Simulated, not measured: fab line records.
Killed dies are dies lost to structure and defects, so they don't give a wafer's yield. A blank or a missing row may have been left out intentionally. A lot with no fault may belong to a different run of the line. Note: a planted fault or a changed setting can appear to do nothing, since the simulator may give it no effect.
fab line records	flow nand_harc
[record] lots = 13	wafers = 39	last_day = 33
route steps=1302 shown P_GATE@200 P_CONTACT@240
lots that met no fault: from a run of the same line without faults
start_h: the number of hours between the record's first day and the start of the first shown wafer of the lot	wait_h: hours elapsed since this lot's preceding step	" as in the row above	L1.1+2: a row that stands for several wafers	- value missing, or start not given	* or withheld: withheld	< > ~ a bound
route shown NAME@n: names a module that has steps shown in the file, with the first one's number in the route	usual: average and standard deviation across the fault-free wafers	same: alike in all rows	chamber/n: place in a boat	sites: readings site by site	_std_site: their standard deviation	_edge_site: outer sites' mean less inner sites'	radius_mm: for every site, how far away it sits from the centre of the wafer	mask NAME#n: copy n	behind: tool/chamber where the wafer was last shaped	hold: what put the lot on hold/how long, in hours/how the hold closed	device: whichever transistor did not switch (one of n, p or np)	end of line: the tests these same wafers got at the end of their route	for a step that has no rows: nothing shown but its recipe	killed: count of dies lost to structure and defects at first sort (not the wafer's yield)	map: per-die view of a wafer (x killed, . not killed, _ where there is no die)
set.NAME: the setting as run; set.NAME@STEP: as run at that earlier step	model.NAME: the simulator's own value behind a step, which no gauge read
one table for each step of the route and one row for each wafer, over a sample of lots
services: from which hour (start_h, from the record's first day; less than 0 if before it) a tool's chamber was out of use, for how many hours, and why
[[steps]]
[step NHARC_P_GATE_CD_MEAS_91]
[recipe] target_cd_nm = 2000	landing_energy_ev = 500
[usual] cd_nm = 2000.2/1.9
lot.wafer	tool	chamber	start_h	wait_h	cd_nm
L249.1	cd_sem-03	0	113.18	-	2001.1
L249.3	"	0	"	"	2004.4
L249.4	"	0	"	"	2000.9
L251.2	cd_sem-03	0	141.11	-	1999.4
L251.4	"	0	"	"	2001.8
L251.5	"	0	"	"	1998.8
L252.1	cd_sem-01	0	143.75	-	1996.8
L252.2	"	0	"	"	1999.8
L252.3	"	0	"	"	2001.4
L253.4	cd_sem-01	0	149.56	-	1999.2
L253.5	"	0	"	"	2000.7
L253.6	"	0	"	"	2001.3
L256.3	cd_sem-01	0	180.21	-	1998.9
L256.4	"	0	"	"	1998.0
L256.5	"	0	"	"	1996.6
L257.4	cd_sem-02	0	191.46	-	2001.7
L257.5	"	0	"	"	2003.2
L257.6	"	0	"	"	2001.1
L258.3	cd_sem-02	0	204.86	-	2004.1
L258.5	"	0	"	"	2000.8
L258.6	"	0	"	"	2002.3
L264.1	cd_sem-03	0	261.56	-	2001.9
L264.2	"	0	"	"	2001.9
L264.6	"	0	"	"	2002.6
L269.3	cd_sem-03	0	313.01	-	2001.5
L269.4	"	0	"	"	2000.7
L269.5	"	0	"	"	2002.7
L268.2	cd_sem-02	0	314.04	-	1999.8
L268.4	"	0	"	"	1998.7
L268.6	"	0	"	"	2002.0
L270.2	cd_sem-01	0	334.02	-	2002.6
L270.4	"	0	"	"	1998.5
L270.6	"	0	"	"	1997.9
L271.1	cd_sem-03	0	339.10	-	1997.3
L271.3	"	0	"	"	1998.8
L271.6	"	0	"	"	1997.0
L272.1	cd_sem-01	0	352.46	-	2000.8
L272.4	"	0	"	"	2002.3
L272.5	"	0	"	"	1999.1
[step NHARC_P_GATE_RTA_82]
[recipe] temp_c = 450	time_s = 30
[usual] lamp_power_pct = 3.9/0.42	wafer_temp_C_max = 452.0/1.1
lot.wafer	tool	chamber	start_h	wait_h	lamp_power_pct	wafer_temp_C_max
L249.1	rtp_anneal-01	0	116.05	-	3.5	451.4
L249.3	"	0	"	"	3.5	451.2
L249.4	"	0	"	"	3.5	451.2
L251.2	rtp_anneal-01	0	144.00	-	3.5	451.1
L251.4	"	0	"	"	3.5	451.1
L251.5	"	0	"	"	3.5	451.7
L252.1	rtp_anneal-02	0	146.65	-	4.4	453.5
L252.2	"	0	"	"	4.4	453.0
L252.3	"	0	"	"	4.4	452.7
L253.4	rtp_anneal-01	0	152.52	-	3.5	450.8
L253.5	"	0	"	"	3.5	451.4
L253.6	"	0	"	"	3.5	451.0
L256.3	rtp_anneal-01	0	183.13	-	3.5	451.3
L256.4	"	0	"	"	3.5	450.6
L256.5	"	0	"	"	3.5	451.3
L257.4	rtp_anneal-01	0	194.42	-	3.5	450.9
L257.5	"	0	"	"	3.5	451.4
L257.6	"	0	"	"	3.5	451.6
L258.3	rtp_anneal-02	0	207.77	-	4.4	453.3
L258.5	"	0	"	"	4.4	454.5
L258.6	"	0	"	"	4.4	454.4
L264.1	rtp_anneal-02	0	264.43	-	4.4	452.6
L264.2	"	0	"	"	4.4	453.7
L264.6	"	0	"	"	4.4	452.2
L269.3	rtp_anneal-02	0	316.07	-	4.4	453.8
L269.4	"	0	"	"	4.4	453.1
L269.5	"	0	"	"	4.4	453.0
L268.2	rtp_anneal-02	0	316.94	-	4.4	453.0
L268.4	"	0	"	"	4.4	452.6
L268.6	"	0	"	"	4.4	452.3
L270.2	rtp_anneal-01	0	336.92	-	3.5	450.9
L270.4	"	0	"	"	3.5	451.0
L270.6	"	0	"	"	3.5	451.3
L271.1	rtp_anneal-01	0	341.97	-	3.5	451.6
L271.3	"	0	"	"	3.5	451.6
L271.6	"	0	"	"	3.5	451.4
L272.1	rtp_anneal-02	0	355.31	-	4.4	453.0
L272.4	"	0	"	"	4.4	452.7
L272.5	"	0	"	"	4.4	453.8
[step NHARC_P_CONTACT_ETCH_31]
[recipe] target_depth_a = 300	time_s = 85.7	ion_energy_ev = 120	over_etch_frac = 1	ch3f_flow_sccm = 50	o2_flow_sccm = 30	ar_flow_sccm = 200	rf_w = 500	bias_w = 100	chemistry = CH3F/O2
[usual] drypump_motor_current_A = 5.8/0.52	oes_product_au = 0.979/0.013	rf_vpp_V = 244.9/1.6	run_length_s = 107.1/0.43	showerhead_plenum_p_Torr = 2.50/0.098	throttle_valve_pct = 20.664/0.01
lot.wafer	tool	chamber	start_h	wait_h	drypump_motor_current_A	oes_product_au	rf_hours_counter_h	rf_vpp_V	run_length_s	showerhead_plenum_p_Torr	throttle_valve_pct
L249.3	rie_diel-12	2	118.78	-	5.5	0.975	0.7	243.0	107.3	2.38	20.647
L249.4	"	0	"	"	5.2	0.966	0.5	246.2	107.2	2.51	20.678
L249.1	"	1	"	"	6.0	0.980	0.7	245.0	106.8	2.54	20.684
L251.4	rie_diel-12	0	146.75	-	5.2	0.978	1.4	244.4	107.7	2.51	20.668
L251.2	"	1	"	"	6.0	0.969	1.3	245.8	106.8	2.54	20.663
L251.5	"	2	"	"	5.5	0.957	-	242.6	107.9	2.38	20.671
L252.2	rie_diel-04	1	149.39	-	5.3	0.984	4.0	242.5	107.4	2.51	20.667
L252.3	"	2	"	"	5.8	0.996	4.1	245.3	106.4	2.57	20.667
L252.1	"	3	"	"	5.4	0.972	3.9	247.0	107.5	2.63	20.672
L253.4	rie_diel-10	2	155.07	-	5.7	0.965	4.2	245.0	106.6	2.43	20.649
L253.5	"	1	"	"	5.0	0.982	-	246.0	106.8	2.59	20.658
L253.6	"	2	"	"	5.6	0.977	-	244.8	106.8	2.43	20.665
L256.3	rie_diel-12	1	185.88	-	6.0	0.983	2.6	246.0	107.0	2.54	20.656
L256.4	"	3	"	"	6.7	0.994	2.8	242.4	106.7	2.41	20.646
L256.5	"	1	"	"	6.0	0.981	-	243.9	106.8	2.54	20.668
L257.4	rie_diel-12	1	196.97	-	6.0	0.994	3.2	245.1	68.3	2.54	20.658
L257.5	"	2	"	"	5.4	0.976	-	243.3	107.6	2.38	20.667
L257.6	"	3	"	"	6.7	0.996	-	244.2	107.2	2.41	20.657
L258.3	rie_diel-12	2	210.45	-	5.5	0.967	3.7	243.4	107.7	2.38	20.646
L258.5	"	1	"	"	6.0	0.986	-	244.9	68.6	2.54	20.684
L258.6	"	2	"	"	5.5	0.968	-	243.7	107.3	2.38	20.657
L264.2	rie_diel-10	0	267.31	-	6.1	0.995	1.3	246.4	107.6	2.64	20.661
L264.1	"	2	"	"	5.6	0.972	0.9	245.7	106.7	2.43	20.685
L264.6	"	0	"	"	6.1	1.006	-	246.5	107.0	2.64	20.677
L269.4	rie_diel-12	2	318.75	-	5.5	0.978	1.5	242.5	107.5	2.37	20.673
L269.3	"	3	"	"	6.7	0.990	1.5	243.4	106.6	2.41	20.660
L269.5	"	3	"	"	6.7	0.985	-	243.2	106.8	2.41	20.665
L268.4	rie_diel-04	2	319.66	-	5.8	0.974	2.8	245.8	106.6	2.57	20.673
L268.2	"	3	"	"	5.4	0.971	3.4	246.5	106.9	2.63	20.640
L268.6	"	0	"	"	6.1	0.974	-	246.0	106.1	2.64	20.659
L270.2	rie_diel-12	2	339.49	-	5.5	0.954	2.0	243.5	107.6	2.37	20.666
L270.4	"	1	"	"	6.0	0.981	1.2	244.7	106.8	2.53	20.649
L270.6	"	3	"	"	6.7	0.972	-	243.8	107.2	2.41	20.670
L271.3	rie_diel-12	0	344.72	-	5.2	0.995	2.5	245.7	107.4	2.50	20.665
L271.1	"	1	"	"	6.0	0.994	1.5	246.7	107.0	2.53	20.670
L271.6	"	3	"	"	6.7	0.975	-	243.6	106.9	2.41	20.678
L272.4	rie_diel-10	2	358.06	-	5.6	0.987	5.7	244.9	106.7	2.43	20.668
L272.1	"	3	"	"	6.1	0.984	5.6	243.6	107.2	2.36	20.661
L272.5	"	2	"	"	5.6	0.985	-	245.7	107.3	2.43	20.660
[step NHARC_P_CONTACT_PVD_32]
[recipe] target_thk_a = 50	chamber_pressure_pa = 5	power_w = 5000	substrate_temp_c = 200	time_s = 17.7	material = Ti
[usual] throttle_valve_pct = 29.7/1
lot.wafer	tool	chamber	start_h	wait_h	throttle_valve_pct
L249.3	pvd_sputter-01	-	-	-	29.4
L249.4	"	-	"	"	28.7
L249.1	"	-	"	"	29.2
L251.2	pvd_sputter-01	-	-	-	28.9
L251.4	"	-	"	"	29.1
L251.5	"	-	"	"	28.7
L252.2	pvd_sputter-03	-	-	-	29.8
L252.1	"	-	"	"	29.9
L252.3	"	-	"	"	29.2
L253.4	pvd_sputter-01	-	-	-	29.1
L253.5	"	-	"	"	28.9
L253.6	"	-	"	"	31.1
L256.3	pvd_sputter-01	-	-	-	29.5
L256.4	"	-	"	"	29.1
L256.5	"	-	"	"	31.7
L257.4	pvd_sputter-01	-	-	-	29.2
L257.6	"	-	"	"	28.7
L257.5	"	-	"	"	31.3
L258.3	pvd_sputter-03	-	-	-	29.9
L258.5	"	-	"	"	30.0
L258.6	"	-	"	"	28.4
L264.1	pvd_sputter-01	-	-	-	29.2
L264.2	"	-	"	"	29.0
L264.6	"	-	"	"	29.2
L269.4	pvd_sputter-03	-	-	-	28.3
L269.3	"	-	"	"	29.7
L269.5	"	-	"	"	28.2
L268.2	pvd_sputter-03	-	-	-	29.4
L268.4	"	-	"	"	29.9
L268.6	"	-	"	"	30.0
L270.2	pvd_sputter-01	-	-	-	29.3
L270.4	"	-	"	"	29.5
L270.6	"	-	"	"	29.2
L271.1	pvd_sputter-03	-	-	-	30.2
L271.3	"	-	"	"	29.4
L271.6	"	-	"	"	29.9
L272.1	pvd_sputter-01	-	-	-	29.2
L272.4	"	-	"	"	29.0
L272.5	"	-	"	"	29.1
[[services]]
tool	chamber	start_h	hours	kind
rie_diel-10	1	96.19	6.3	repair
rie_diel-12	0	100.40	-	clean
rie_diel-12	1	100.40	-	clean
rie_diel-12	2	100.40	-	clean
rie_diel-12	3	100.40	-	clean
rie_diel-12	0	124.90	-	clean
rie_diel-10	1	126.67	23.2	repair
rie_diel-04	1	168.94	4.7	repair
pvd_sputter-03	-	170.00	10.0	pm
rie_diel-04	2	176.95	11.7	repair
rie_diel-04	-	177.90	9.0	pm
pvd_sputter-01	-	226.87	10.0	pm
pvd_sputter-01	-	239.13	5.3	repair
rie_diel-10	-	242.50	9.0	pm
rie_diel-04	2	243.52	17.9	repair
rie_diel-10	1	261.71	13.3	repair
rie_diel-12	2	267.40	1.3	repair
rie_diel-04	2	267.98	3.5	repair
rie_diel-12	-	268.40	9.0	pm
rie_diel-12	1	278.68	3.4	repair
rie_diel-12	1	291.57	20.1	repair
rie_diel-04	3	310.87	1.5	repair
pvd_sputter-03	-	348.00	10.0	pm
rie_diel-04	-	354.90	9.0	pm
[[key]]
[first_sign] step = NHARC_P_CONTACT_ETCH_31	reading = run_length_s	direction = down	sigmas = 90	usual = *	struck = *
effect none on later readings
met_at NHARC_P_CONTACT_ETCH_31
struck_lots L257,L258
struck_wafers L257.4,L258.5
tester_left_out L257,L258
not_acting_at NHARC_P_GATE_CD_MEAS_91,NHARC_P_GATE_RTA_82,NHARC_P_CONTACT_PVD_32
onset_between 185.88 196.97
[fault] kind = process_parameter_drift	tool = rie_diel-12	chamber = 1	onset_h = 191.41	steps = NHARC_P_CONTACT_ETCH_31	channel = time_s	offset = *	shape = step	end_h = 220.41	acts_in = *	stated = *
// tester_left_out: of these lots the tester's yield and bins aren't shown, on N5 and GAA mostly nor the transistor test; their killed dies are dies lost to structure and defects alone, not to doping, threshold or leakage, so they don't give the yield
